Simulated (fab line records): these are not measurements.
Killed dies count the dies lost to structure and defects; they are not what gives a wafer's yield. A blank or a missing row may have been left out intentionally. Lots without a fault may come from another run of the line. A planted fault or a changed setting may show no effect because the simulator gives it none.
fab line records	flow n5Finfet
record lots=24	wafers=72	lastDay=19
route steps=1938 shown GATE_CUT@498 MOL_CONTACT_COAG@573 BEOL_M0_SAQP@632
lots with no fault: from the same line, run without faults
startH: hours from the record's first day to the start of the lot's first wafer shown	waitH: time in hours since the lot's previous step	" identical to the entry in the row above	L1.1+2: a single row standing in for several wafers	- no value, or no start was given	* or withheld: withheld	< > ~ a bound
route shown NAME@n: NAME is a module with steps in the file, n the number in the route of the first one	usual: mean and standard deviation over wafers with no fault	same: alike in all rows	chamber/n: place in a boat	sites: readings site by site	_std_site: the standard deviation of these	_edge_site: mean of outer sites minus mean of inner sites	radiusMm: for every site, how far away it sits from the centre of the wafer	mask NAME#n: copy n	behind: the last tool/chamber to shape the wafer	hold: what put the lot on hold/how long, in hours/how the hold closed	device: transistor that didn't switch, given as n, p or np	end of line: at the end of the route, the tests of the same wafers	a step given without rows: its recipe and nothing more	killed: not the wafer's yield, but the dies lost to structure and defects at the first sort	map: dies across one wafer; x = killed, . = not, _ = none there
set.NAME: the setting the step ran with; set.NAME@STEP: the setting that earlier step ran with	model.NAME: the simulator's own value behind a step, which no gauge read
one table for each step of the route and one row for each wafer, over a sample of lots
services: when a tool's chamber went out of use (startH, in hours from the record's first day, below 0 if earlier), for how many hours, and the reason
## steps
# step N5_GATE_CUT_STRIP_42
# recipe chemistry=O2	powerW=400	tempC=40	pressureMtorr=30	rfFrequencyHz=6e+07	biasPowerW=0	overashFraction=0.3	o2FlowSccm=225
# usual drypumpMotorCurrentA=5.53/0.28	oesProductAu=0.77/0.07	rfVppV=3.6/0.52	showerheadPlenumPTorr=2.08/0.074	throttleValvePct=16.63/0.26
lot.wafer	tool	chamber	startH	waitH	drypumpMotorCurrentA	oesProductAu	rfHoursCounterH	rfVppV	showerheadPlenumPTorr	throttleValvePct
L074.1	rieDiel-03	1	85.27	0.0	5.24	0.80	108	4.1	1.94	16.35
L074.2	"	3	"	"	5.70	0.72	195	3.4	2.09	16.94
L074.3	"	0	"	"	5.58	0.74	177	3.8	2.09	16.52
L075.1	rieDiel-06	0	93.81	0.0	5.47	0.93	25	2.6	2.15	16.31
L075.4	"	3	"	"	5.08	0.74	186	2.8	2.00	16.66
L075.5	"	2	"	"	5.95	0.81	-	3.4	2.21	16.34
L076.1	rieDiel-06	3	98.71	0.0	5.08	0.75	187	3.0	2.00	16.66
L076.5	"	2	"	"	5.98	0.82	-	3.7	2.21	16.35
L076.6	"	3	"	"	5.07	0.74	-	4.9	2.00	16.67
L077.2	rieDiel-06	0	103.30	0.0	5.44	0.92	29	4.2	2.15	16.32
L077.3	"	2	"	"	5.93	0.81	84	3.6	2.21	16.35
L077.6	"	0	"	"	5.45	0.92	-	3.8	2.15	16.33
L078.2	rieDiel-03	0	109.27	0.0	5.55	0.74	184	3.0	2.08	16.53
L078.5	"	0	"	"	5.55	0.73	-	4.2	2.08	16.54
L078.6	"	1	"	"	5.21	0.80	-	4.2	1.94	16.37
L079.3	rieDiel-01	0	115.90	0.0	5.07	0.85	57	3.5	2.13	16.80
L079.4	"	1	"	"	5.58	0.73	192	3.2	2.17	16.74
L079.6	"	2	"	"	5.68	0.74	-	3.9	2.08	16.83
L080.1	rieDiel-06	3	119.21	0.0	5.06	0.74	196	4.3	1.99	16.67
L080.2	"	1	"	"	5.99	0.96	10	3.2	2.14	16.30
L080.6	"	2	"	"	5.97	0.81	-	4.1	2.21	16.36
L081.1	rieDiel-03	3	130.52	0.0	5.70	0.71	208	3.4	2.08	16.95
L081.3	"	1	"	"	5.22	0.79	120	3.5	1.93	16.38
L081.6	"	1	"	"	5.21	0.79	-	3.0	1.93	16.39
L082.1	rieDiel-01	0	134.02	0.0	5.08	0.84	62	3.3	2.13	16.80
L082.2	"	1	"	"	5.58	0.72	197	4.6	2.17	16.74
L082.6	"	3	"	"	5.65	0.78	-	3.3	2.02	16.32
L083.1	rieDiel-01	1	142.34	0.0	5.60	0.72	199	3.6	2.17	16.74
L083.3	"	2	"	"	5.67	0.72	201	4.2	2.08	16.83
L083.5	"	1	"	"	5.60	0.73	-	2.4	2.17	16.75
L084.1	rieDiel-06	3	146.38	0.0	5.08	0.73	203	3.2	1.99	16.68
L084.2	"	0	"	"	5.45	0.90	42	3.8	2.14	16.34
L084.5	"	3	"	"	5.06	0.73	-	3.5	1.99	16.68
L085.1	rieDiel-03	3	157.07	0.0	5.71	0.71	217	3.9	2.08	16.97
L085.2	"	1	"	"	5.20	0.79	128	4.8	1.93	16.39
L085.6	"	3	"	"	5.71	0.71	-	3.2	2.08	16.95
L086.1	rieDiel-01	1	160.25	0.0	5.58	0.72	204	3.9	2.17	16.76
L086.4	"	3	"	"	5.66	0.78	123	4.3	2.02	16.34
L086.5	"	2	"	"	5.70	0.73	-	3.9	2.08	16.84
L087.1	rieDiel-01	0	166.92	0.0	5.06	0.85	69	3.8	2.13	16.81
L087.5	"	1	"	"	5.61	0.73	-	3.5	2.17	16.76
L087.6	"	2	"	"	5.72	0.73	-	3.8	2.08	16.85
L088.1	rieDiel-01	2	167.68	0.0	5.68	0.72	207	3.5	2.08	16.85
L088.2	"	3	"	"	5.65	0.78	124	3.5	2.02	16.33
L088.5	"	3	"	"	5.67	0.77	-	3.2	2.02	16.33
L089.1	rieDiel-01	2	175.07	0.0	5.69	0.72	209	3.3	2.08	16.84
L089.2	"	3	"	"	5.68	0.77	126	3.9	2.02	16.34
L089.5	"	2	"	"	5.66	0.72	-	4.5	2.08	16.84
L090.1	rieDiel-06	3	177.79	0.0	5.06	0.72	213	4.4	1.99	16.70
L090.4	"	2	"	"	5.93	0.79	105	3.5	2.20	16.39
L090.5	"	2	"	"	5.92	0.79	-	4.3	2.20	16.39
L091.3	rieDiel-01	3	186.44	0.0	5.65	0.76	129	3.6	2.02	16.34
L091.4	"	0	"	"	5.06	0.82	74	3.7	2.13	16.82
L091.5	"	1	"	"	5.57	0.72	-	4.1	2.16	16.78
L092.1	rieDiel-03	0	189.63	0.0	5.55	0.72	201	4.4	2.08	16.58
L092.3	"	3	"	"	5.69	0.70	226	4.3	2.08	17.00
L092.5	"	1	"	"	5.20	0.78	-	4.4	1.93	16.40
L093.3	rieDiel-01	3	196.84	0.0	5.64	0.77	132	2.4	2.01	16.35
L093.5	"	0	"	"	5.06	0.82	-	3.7	2.12	16.83
L093.6	"	3	"	"	5.65	0.77	-	4.0	2.02	16.34
L094.1	rieDiel-01	1	204.36	0.0	5.58	0.70	217	4.0	2.16	16.78
L094.2	"	3	"	"	5.66	0.77	133	3.0	2.01	16.34
L094.4	"	2	"	"	5.69	0.72	217	3.8	2.07	16.87
L095.2	rieDiel-03	1	209.12	0.0	5.21	0.77	141	4.0	1.93	16.40
L095.5	"	3	"	"	5.67	0.69	-	3.7	2.07	16.99
L095.6	"	0	"	"	5.57	0.72	-	3.1	2.08	16.58
L096.1	rieDiel-03	2	213.16	0.0	5.32	0.74	176	3.4	2.09	17.15
L096.2	"	3	"	"	5.70	0.70	233	3.3	2.07	17.02
L096.3	"	1	"	"	5.24	0.78	142	4.3	1.93	16.41
L097.2	rieDiel-03	0	220.80	0.0	5.59	0.72	211	3.8	2.07	16.59
L097.4	"	2	"	"	5.29	0.74	178	3.0	2.09	17.17
L097.6	"	0	"	"	5.56	0.72	-	4.5	2.07	16.59
# step N5_GATE_CUT_CMP_61
# recipe stopOn=SiNx	tOverpolishS=3	postCmpClean=alkalineBrush	downForcePsi=4	platenRpm=27.09	padVelocityMS=0.539
# usual motorCurrentA=12.1/1
lot.wafer	tool	chamber	startH	waitH	motorCurrentA
L074.1	cmp-03	1	90.70	0.4	12.6
L074.3	"	2	"	"	12.5
L074.2	"	0	"	"	13.4
L075.1	cmp-04	2	99.08	0.4	13.8
L075.4	"	0	"	"	11.9
L075.5	"	3	"	"	11.5
L076.1	cmp-03	1	103.66	0.2	12.5
L076.6	"	2	"	"	12.1
L076.5	"	3	"	"	12.1
L077.3	cmp-04	2	106.19	0.4	13.4
L077.2	"	0	"	"	11.9
L077.6	"	3	"	"	11.1
L078.2	cmp-03	0	112.21	0.3	12.6
L078.6	"	2	"	"	12.9
L078.5	"	3	"	"	12.0
L079.4	cmp-01	3	118.79	0.4	10.0
L079.3	"	2	"	"	12.1
L079.6	"	3	"	"	10.0
L080.2	cmp-04	1	122.13	0.3	12.4
L080.1	"	3	"	"	12.1
L080.6	"	0	"	"	11.5
L081.1	cmp-03	2	134.11	0.3	12.8
L081.3	"	3	"	"	12.1
L081.6	"	0	"	"	13.6
L082.2	cmp-01	3	136.97	0.4	9.8
L082.1	"	1	"	"	13.6
L082.6	"	3	"	"	10.3
L083.1	cmp-03	1	145.25	0.3	12.3
L083.3	"	2	"	"	12.7
L083.5	"	0	"	"	13.1
L084.2	cmp-04	2	149.54	0.4	13.4
L084.1	"	3	"	"	12.0
L084.5	"	2	"	"	13.3
L085.1	cmp-01	1	161.15	0.3	13.2
L085.2	"	2	"	"	11.3
L085.6	"	0	"	"	11.6
L086.1	cmp-04	1	163.17	0.3	11.8
L086.4	"	3	"	"	11.8
L086.5	"	1	"	"	12.4
L087.1	cmp-01	2	169.81	0.4	11.4
L087.6	"	2	"	"	11.7
L087.5	"	3	"	"	10.1
L088.2	cmp-01	2	170.62	0.3	11.3
L088.1	"	0	"	"	11.3
L088.5	"	1	"	"	13.4
L089.1	cmp-01	0	178.21	0.3	11.0
L089.2	"	2	"	"	11.4
L089.5	"	0	"	"	11.7
L090.4	cmp-01	1	180.68	0.4	13.9
L090.1	"	2	"	"	11.2
L090.5	"	1	"	"	13.7
L091.4	cmp-01	3	189.37	0.3	10.7
L091.3	"	1	"	"	13.1
L091.5	"	3	"	"	9.8
L092.3	cmp-04	2	192.51	0.4	13.0
L092.1	"	1	"	"	12.4
L092.5	"	3	"	"	12.4
L093.3	cmp-01	3	200.22	0.2	10.5
L093.6	"	0	"	"	11.8
L093.5	"	1	"	"	13.9
L094.1	cmp-01	0	207.24	0.4	11.5
L094.2	"	1	"	"	13.0
L094.4	"	2	"	"	11.8
L095.2	cmp-01	3	213.23	0.2	10.2
L095.6	"	0	"	"	12.4
L095.5	"	1	"	"	12.7
L096.1	cmp-03	1	216.05	0.4	12.9
L096.3	"	2	"	"	12.9
L096.2	"	0	"	"	13.3
L097.4	cmp-04	2	223.69	0.4	13.2
L097.2	"	3	"	"	12.1
L097.6	"	2	"	"	13.5
# step N5_MOL_CONTACT_COAG_CD_MEAS_84
# recipe targetCdNm=25.1	landingEnergyEv=500	detector=seInlens	polarity=opening
# usual cdNm=25.11/0.22
lot.wafer	tool	chamber	startH	waitH	cdNm
L074.1	cdSem-01	0	102.51	-	25.18
L074.2	"	0	"	"	25.02
L074.3	"	0	"	"	25.04
L075.1	cdSem-02	0	108.13	-	25.32
L075.4	"	0	"	"	24.81
L075.5	"	0	"	"	25.16
L076.1	cdSem-03	0	114.19	-	24.75
L076.5	"	0	"	"	24.96
L076.6	"	0	"	"	25.00
L077.2	cdSem-03	0	118.15	-	25.18
L077.3	"	0	"	"	24.74
L077.6	"	0	"	"	24.97
L078.2	cdSem-02	0	123.18	-	24.99
L078.5	"	0	"	"	25.07
L078.6	"	0	"	"	25.04
L079.3	cdSem-01	0	129.86	-	25.49
L079.4	"	0	"	"	25.44
L079.6	"	0	"	"	25.13
L080.1	cdSem-03	0	133.32	-	25.41
L080.2	"	0	"	"	25.24
L080.6	"	0	"	"	24.97
L081.1	cdSem-01	0	148.74	-	24.84
L081.3	"	0	"	"	25.31
L081.6	"	0	"	"	25.03
L082.1	cdSem-02	0	148.85	-	24.82
L082.2	"	0	"	"	25.32
L082.6	"	0	"	"	25.39
L083.1	cdSem-01	0	156.16	-	24.96
L083.3	"	0	"	"	25.16
L083.5	"	0	"	"	25.59
L084.1	cdSem-01	0	160.08	-	25.37
L084.2	"	0	"	"	25.27
L084.5	"	0	"	"	25.13
L086.1	cdSem-01	0	172.83	-	24.88
L086.4	"	0	"	"	25.04
L086.5	"	0	"	"	24.98
L085.1	cdSem-01	0	173.12	-	24.89
L085.2	"	0	"	"	24.70
L085.6	"	0	"	"	24.91
L087.1	cdSem-03	0	181.46	-	25.23
L087.5	"	0	"	"	24.83
L087.6	"	0	"	"	25.33
L088.1	cdSem-01	0	182.58	-	24.88
L088.2	"	0	"	"	25.05
L088.5	"	0	"	"	24.80
L089.1	cdSem-02	0	190.42	-	25.09
L089.2	"	0	"	"	25.15
L089.5	"	0	"	"	24.85
L090.1	cdSem-01	0	193.20	-	24.95
L090.4	"	0	"	"	24.60
L090.5	"	0	"	"	25.28
L091.3	cdSem-01	0	198.67	-	25.09
L091.4	"	0	"	"	25.03
L091.5	"	0	"	"	24.81
L092.1	cdSem-03	0	204.26	-	25.48
L092.3	"	0	"	"	25.26
L092.5	"	0	"	"	24.88
L093.3	cdSem-02	0	212.22	-	24.98
L093.5	"	0	"	"	25.12
L093.6	"	0	"	"	24.89
L094.1	cdSem-02	0	218.09	-	25.18
L094.2	"	0	"	"	25.05
L094.4	"	0	"	"	25.17
L095.2	cdSem-03	0	222.40	-	24.92
L095.5	"	0	"	"	25.16
L095.6	"	0	"	"	25.58
L096.1	cdSem-02	0	226.20	-	25.14
L096.2	"	0	"	"	25.43
L096.3	"	0	"	"	25.32
L097.2	cdSem-03	0	233.43	-	25.28
L097.4	"	0	"	"	25.16
L097.6	"	0	"	"	25.01
# step N5_MOL_CONTACT_COAG_OVL_MEAS_41
# recipe pointsPerWafer=522
# usual VD_OVL=0.5/0.64
lot.wafer	tool	chamber	startH	waitH	VD_OVL[nm]
L074.1	overlay-01	0	103.86	0.0	1.4
L074.2	"	0	"	"	1.5
L074.3	"	0	"	"	0.9
L075.1	overlay-02	0	109.92	0.0	0.1
L075.4	"	0	"	"	0.4
L075.5	"	0	"	"	0.8
L076.1	overlay-02	0	115.87	0.0	1.3
L076.5	"	0	"	"	1.0
L076.6	"	0	"	"	1.2
L077.2	overlay-02	0	119.56	0.0	-0.7
L077.3	"	0	"	"	0.3
L077.6	"	0	"	"	-0.4
L078.2	overlay-01	0	124.59	0.0	1.2
L078.5	"	0	"	"	0.6
L078.6	"	0	"	"	-0.1
L079.3	overlay-02	0	131.35	0.0	-0.3
L079.4	"	0	"	"	0.6
L079.6	"	0	"	"	1.4
L080.1	overlay-02	0	135.14	0.0	0.9
L080.2	"	0	"	"	1.4
L080.6	"	0	"	"	1.3
L081.1	overlay-02	0	150.30	0.0	0.8
L081.3	"	0	"	"	1.3
L081.6	"	0	"	"	1.3
L082.1	overlay-02	0	150.36	0.0	1.9
L082.2	"	0	"	"	-0.5
L082.6	"	0	"	"	1.3
L083.1	overlay-01	0	157.68	0.0	0.2
L083.3	"	0	"	"	0.4
L083.5	"	0	"	"	1.0
L084.1	overlay-02	0	161.49	0.0	0.3
L084.2	"	0	"	"	-1.3
L084.5	"	0	"	"	0.2
L086.1	overlay-01	0	174.24	0.0	0.0
L086.4	"	0	"	"	-0.8
L086.5	"	0	"	"	-0.1
L085.1	overlay-02	0	174.74	0.0	0.2
L085.2	"	0	"	"	0.5
L085.6	"	0	"	"	0.2
L087.1	overlay-02	0	182.94	0.0	-0.1
L087.5	"	0	"	"	-0.2
L087.6	"	0	"	"	-0.1
L088.1	overlay-02	0	184.01	0.0	-0.4
L088.2	"	0	"	"	1.2
L088.5	"	0	"	"	-0.5
L089.1	overlay-02	0	192.31	0.0	-0.2
L089.2	"	0	"	"	0.2
L089.5	"	0	"	"	0.0
L090.1	overlay-01	0	195.09	0.0	0.7
L090.4	"	0	"	"	-0.2
L090.5	"	0	"	"	1.0
L091.3	overlay-02	0	199.96	0.0	1.2
L091.4	"	0	"	"	0.4
L091.5	"	0	"	"	1.2
L092.1	overlay-02	0	205.92	0.1	-0.2
L092.3	"	0	"	"	0.2
L092.5	"	0	"	"	-0.1
L093.3	overlay-01	0	213.85	0.0	1.1
L093.5	"	0	"	"	0.9
L093.6	"	0	"	"	0.6
L094.1	overlay-01	0	219.52	0.0	-0.1
L094.2	"	0	"	"	1.0
L094.4	"	0	"	"	1.0
L095.2	overlay-01	0	223.71	0.0	1.1
L095.5	"	0	"	"	0.8
L095.6	"	0	"	"	1.2
L096.1	overlay-01	0	228.28	0.0	1.2
L096.2	"	0	"	"	-0.2
L096.3	"	0	"	"	0.8
L097.2	overlay-01	0	235.11	0.0	-1.3
L097.4	"	0	"	"	-0.2
L097.6	"	0	"	"	0.0
# step N5_BEOL_M0_SAQP_PECVD_00
# recipe material=SiCN	targetThkA=80	tempC=withheld	precursor=3MS/NH3	pressureTorr=3	rfW=202	timeS=14
# usual showerheadPlenumPTorr=3.668/0.012	throttleValvePct=9.1/0.63
# same timeS=14
lot.wafer	tool	chamber	startH	waitH	showerheadPlenumPTorr	throttleValvePct
L074.1	pecvd-04	2	109.95	0.2	3.663	8.9
L074.2	"	0	"	"	3.664	8.5
L074.3	"	1	"	"	3.708	9.2
L075.1	pecvd-01	0	115.13	0.2	3.658	8.5
L075.4	"	2	"	"	3.664	9.4
L075.5	"	1	"	"	3.662	9.8
L076.1	pecvd-01	2	120.92	0.2	3.651	9.4
L076.5	"	0	"	"	3.655	8.6
L076.6	"	1	"	"	3.668	9.8
L077.2	pecvd-03	1	124.60	0.2	3.671	10.6
L077.3	"	2	"	"	3.656	8.3
L077.6	"	0	"	"	3.667	8.6
L078.2	pecvd-04	2	129.67	0.2	3.672	8.7
L078.5	"	0	"	"	3.654	9.0
L078.6	"	2	"	"	3.660	8.9
L079.3	pecvd-03	1	136.43	0.1	3.670	10.1
L079.4	"	0	"	"	3.676	8.4
L079.6	"	2	"	"	3.662	8.4
L080.1	pecvd-01	0	140.20	0.2	3.673	8.8
L080.2	"	2	"	"	3.673	9.5
L080.6	"	0	"	"	3.672	8.8
L081.1	pecvd-01	2	155.37	0.2	3.663	9.6
L081.3	"	1	"	"	3.650	9.8
L081.6	"	0	"	"	3.670	8.3
L082.1	pecvd-03	0	158.35	0.2	3.666	8.4
L082.2	"	2	"	"	3.657	8.4
L082.6	"	2	"	"	3.660	8.5
L083.1	pecvd-01	1	163.47	0.2	3.658	9.6
L083.3	"	0	"	"	3.659	8.6
L083.5	"	2	"	"	3.674	9.7
L084.1	pecvd-03	0	167.27	0.2	3.665	8.6
L084.2	"	1	"	"	3.670	10.4
L084.5	"	1	"	"	3.677	10.6
L086.1	pecvd-01	2	179.43	0.2	3.658	9.8
L086.4	"	1	"	"	3.670	9.6
L086.5	"	0	"	"	3.665	8.7
L085.1	pecvd-04	0	182.42	0.2	3.664	8.7
L085.2	"	2	"	"	3.657	9.0
L085.6	"	1	"	"	3.699	9.2
L087.1	pecvd-03	2	188.38	0.2	3.664	8.7
L087.5	"	1	"	"	3.689	10.6
L087.6	"	0	"	"	3.670	8.8
L088.1	pecvd-01	1	191.38	0.2	3.668	9.7
L088.2	"	2	"	"	3.664	9.3
L088.5	"	2	"	"	3.671	9.5
L089.1	pecvd-04	0	197.36	0.2	3.661	8.7
L089.2	"	2	"	"	3.657	8.8
L089.5	"	0	"	"	3.666	8.9
L090.1	pecvd-04	2	200.36	0.2	3.666	8.8
L090.4	"	2	"	"	3.663	8.7
L090.5	"	0	"	"	3.660	8.7
L091.3	pecvd-04	1	205.08	0.1	3.687	9.5
L091.4	"	0	"	"	3.658	8.9
L091.5	"	2	"	"	3.653	8.9
L092.1	pecvd-03	2	211.25	0.2	3.669	8.4
L092.3	"	0	"	"	3.668	8.8
L092.5	"	2	"	"	3.665	8.3
L093.3	pecvd-03	0	219.21	0.1	3.667	8.7
L093.5	"	1	"	"	3.679	10.1
L093.6	"	0	"	"	3.662	8.4
L094.1	pecvd-01	0	224.58	0.2	3.654	8.4
L094.2	"	2	"	"	3.666	9.7
L094.4	"	0	"	"	3.665	8.8
L095.2	pecvd-04	1	229.05	0.2	3.682	9.3
L095.5	"	1	"	"	3.701	9.5
L095.6	"	2	"	"	3.667	9.3
L096.1	pecvd-03	0	233.50	0.2	3.671	8.6
L096.2	"	2	"	"	3.666	8.6
L096.3	"	1	"	"	3.677	10.5
L097.2	pecvd-04	0	240.16	0.2	3.659	9.1
L097.4	"	1	"	"	3.692	9.6
L097.6	"	2	"	"	3.648	9.1
# step N5_BEOL_M0_SAQP_PECVD_97
# recipe material=SiNx	targetThkA=230	tempC=350	precursor=SiH4/NH3/N2	pressureTorr=1.5	rfW=300	timeS=19.9
# usual heaterPowerW=514/60	showerheadPlenumPTorr=5.16/0.068	throttleValvePct=40.3/2.4
# same timeS=19.9
lot.wafer	tool	chamber	startH	waitH	heaterPowerW	showerheadPlenumPTorr	throttleValvePct
L074.1	pecvd-04	0	110.69	0.0	558	5.11	38.8
L074.2	"	2	"	"	468	5.13	38.5
L074.3	"	1	"	"	554	5.30	41.6
L075.1	pecvd-03	1	117.64	0.0	479	5.18	46.1
L075.4	"	1	"	"	482	5.19	46.1
L075.5	"	2	"	"	573	5.13	37.0
L076.1	pecvd-04	2	122.47	0.0	486	5.12	38.9
L076.5	"	1	"	"	604	5.30	41.8
L076.6	"	0	"	"	581	5.12	38.9
L077.2	pecvd-01	1	126.17	0.0	517	5.15	43.4
L077.3	"	0	"	"	460	5.13	38.2
L077.6	"	0	"	"	459	5.12	37.9
L078.2	pecvd-04	1	130.28	0.0	590	5.30	41.5
L078.5	"	0	"	"	552	5.11	38.9
L078.6	"	2	"	"	411	5.11	38.7
L079.3	pecvd-03	0	138.72	0.0	542	5.16	37.9
L079.4	"	2	"	"	585	5.11	36.7
L079.6	"	0	"	"	558	5.17	37.8
L080.1	pecvd-01	2	140.66	0.0	413	5.14	41.7
L080.2	"	1	"	"	513	5.15	43.3
L080.6	"	0	"	"	492	5.13	38.2
L081.1	pecvd-03	0	156.24	0.0	521	5.17	37.8
L081.3	"	2	"	"	551	5.10	36.9
L081.6	"	2	"	"	566	5.11	37.1
L082.1	pecvd-01	0	159.94	0.0	428	5.11	38.0
L082.2	"	1	"	"	453	5.15	43.0
L082.6	"	0	"	"	419	5.12	37.9
L083.1	pecvd-04	0	165.84	0.0	577	5.12	38.8
L083.3	"	1	"	"	515	5.30	41.8
L083.5	"	2	"	"	446	5.11	38.9
L084.1	pecvd-01	1	167.99	0.0	490	5.16	43.1
L084.2	"	0	"	"	438	5.11	37.9
L084.5	"	2	"	"	449	5.14	42.0
L086.1	pecvd-04	2	180.56	0.0	435	5.12	39.2
L086.4	"	2	"	"	433	5.12	39.4
L086.5	"	0	"	"	572	5.11	38.6
L085.1	pecvd-03	2	183.64	0.0	562	5.13	37.2
L085.2	"	1	"	"	507	5.18	46.0
L085.6	"	2	"	"	566	5.11	37.1
L087.1	pecvd-04	1	188.81	0.0	588	5.31	41.8
L087.5	"	1	"	"	587	5.30	41.8
L087.6	"	2	"	"	431	5.11	39.3
L088.1	pecvd-04	2	192.16	0.0	477	5.10	39.5
L088.2	"	1	"	"	587	5.30	41.7
L088.5	"	1	"	"	603	5.29	41.6
L089.1	pecvd-01	2	200.53	0.0	388	5.13	42.1
L089.2	"	0	"	"	474	5.13	37.9
L089.5	"	2	"	"	388	5.16	41.9
L090.1	pecvd-04	1	201.21	0.0	514	5.28	41.8
L090.4	"	2	"	"	492	5.12	39.1
L090.5	"	0	"	"	595	5.10	38.7
L091.3	pecvd-04	1	206.39	0.0	590	5.30	41.5
L091.4	"	0	"	"	545	5.12	38.7
L091.5	"	1	"	"	601	5.30	41.7
L092.1	pecvd-03	0	211.53	0.0	493	5.16	37.8
L092.3	"	2	"	"	589	5.11	37.2
L092.5	"	0	"	"	497	5.18	37.9
L093.3	pecvd-04	1	220.07	0.0	536	5.31	41.7
L093.5	"	1	"	"	529	5.30	41.5
L093.6	"	0	"	"	532	5.10	38.8
L094.1	pecvd-04	0	225.70	0.0	605	5.12	38.7
L094.2	"	2	"	"	442	5.13	39.5
L094.4	"	2	"	"	445	5.11	39.6
L095.2	pecvd-01	1	229.85	0.0	501	5.15	43.3
L095.5	"	1	"	"	495	5.14	43.0
L095.6	"	0	"	"	441	5.13	37.8
L096.1	pecvd-04	1	234.31	0.0	520	5.29	41.8
L096.2	"	0	"	"	609	5.11	38.8
L096.3	"	2	"	"	460	5.12	39.6
L097.2	pecvd-04	0	241.91	0.0	599	5.12	38.7
L097.4	"	0	"	"	603	5.11	38.8
L097.6	"	1	"	"	591	5.31	41.6
## services
tool	chamber	startH	hours	kind
cmp-03	-	62.20	0.6	repair
cmp-04	-	72.88	3.9	repair
cmp-04	-	84.86	0.3	repair
cmp-04	-	87.41	1.7	repair
rieDiel-03	3	91.98	1.4	repair
rieDiel-03	-	110.52	4.3	pm
cmp-01	-	122.00	5.7	pm
rieDiel-03	0	122.22	3.0	repair
rieDiel-03	0	125.87	9.6	repair
pecvd-01	-	129.99	6.0	pm
rieDiel-01	0	135.30	1.6	repair
cmp-04	-	136.09	0.9	repair
pecvd-01	-	142.35	0.8	repair
rieDiel-06	2	146.56	6.0	repair
rieDiel-03	2	152.31	9.3	repair
cmp-03	-	156.16	4.0	pm
rieDiel-03	1	174.66	6.3	repair
cmp-04	-	192.98	3.4	pm
cmp-01	-	195.17	1.2	repair
pecvd-04	-	198.44	0.5	repair
rieDiel-01	0	210.39	10.2	repair
pecvd-04	2	216.90	6.0	repair
cmp-01	-	237.79	4.0	pm
rieDiel-03	2	241.27	5.7	repair
## key
fault none
